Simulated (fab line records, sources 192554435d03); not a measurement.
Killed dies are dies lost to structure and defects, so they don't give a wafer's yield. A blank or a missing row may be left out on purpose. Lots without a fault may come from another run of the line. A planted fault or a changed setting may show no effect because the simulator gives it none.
Chamber matching | flow n5_finfet | N5_BEOL_M5_DESCUM_33 on rie_diel-06: 4 sister chambers
The step chemistry O2, time 7 s. 8 wafers are shown with their chamber, then 12 later ones without.

WAFERS WITH THEIR CHAMBER
wafer  | chamber | drypump_motor_current_A (A) | oes_product_au (a.u.)
L081.6 | 0       | 5.82                        | 0.72
L085.4 | 0       | 5.82                        | 0.72
L091.1 | 3       | 5.79                        | 0.86
L091.2 | 2       | 5.53                        | 0.69
L091.3 | 1       | 5.90                        | 0.71
L091.4 | 1       | 5.91                        | 0.70
L091.5 | 3       | 5.79                        | 0.86
L091.6 | 2       | 5.52                        | 0.69

WAFERS WITHOUT THEIR CHAMBER
wafer  | drypump_motor_current_A (A) | oes_product_au (a.u.)
L094.1 | 5.51                        | 0.68
L094.2 | 5.85                        | 0.71
L094.3 | 5.88                        | 0.71
L094.4 | 5.80                        | 0.86
L094.5 | 5.89                        | 0.71
L094.6 | 5.51                        | 0.68
L097.1 | 5.76                        | 0.85
L097.2 | 5.89                        | 0.70
L097.3 | 5.54                        | 0.68
L097.4 | 5.82                        | 0.70
L097.5 | 5.83                        | 0.71
L097.6 | 5.91                        | 0.70

WHICH CHAMBER EACH WENT THROUGH
wafer  | from the rows above | in truth
L094.1 | 2                   | 2
L094.2 | 0                   | 0
L094.3 | 1                   | 1
L094.4 | 3                   | 3
L094.5 | 1                   | 1
L094.6 | 2                   | 2
L097.1 | 3                   | 3
L097.2 | 1                   | 1
L097.3 | 2                   | 2
L097.4 | 0                   | 0
L097.5 | 0                   | 0
L097.6 | 1                   | 1
Placed correctly: 12 of 12. Can't be placed from these rows: 0. Placed wrongly: 0.
How it was worked out, from the rows above alone: a wafer's distance from a chamber is the root of the sum, over the readings, of the square of ((its reading less the chamber's mean) divided by the reading's scatter). The wafer belongs to the nearest chamber; if the next one is less than 2 further off, it can't be placed. A chamber's mean is the mean of its shown wafers. The scatter: the root of (the sum of the squares of (reading less its chamber's mean) over the shown wafers, divided by (wafers less chambers)).
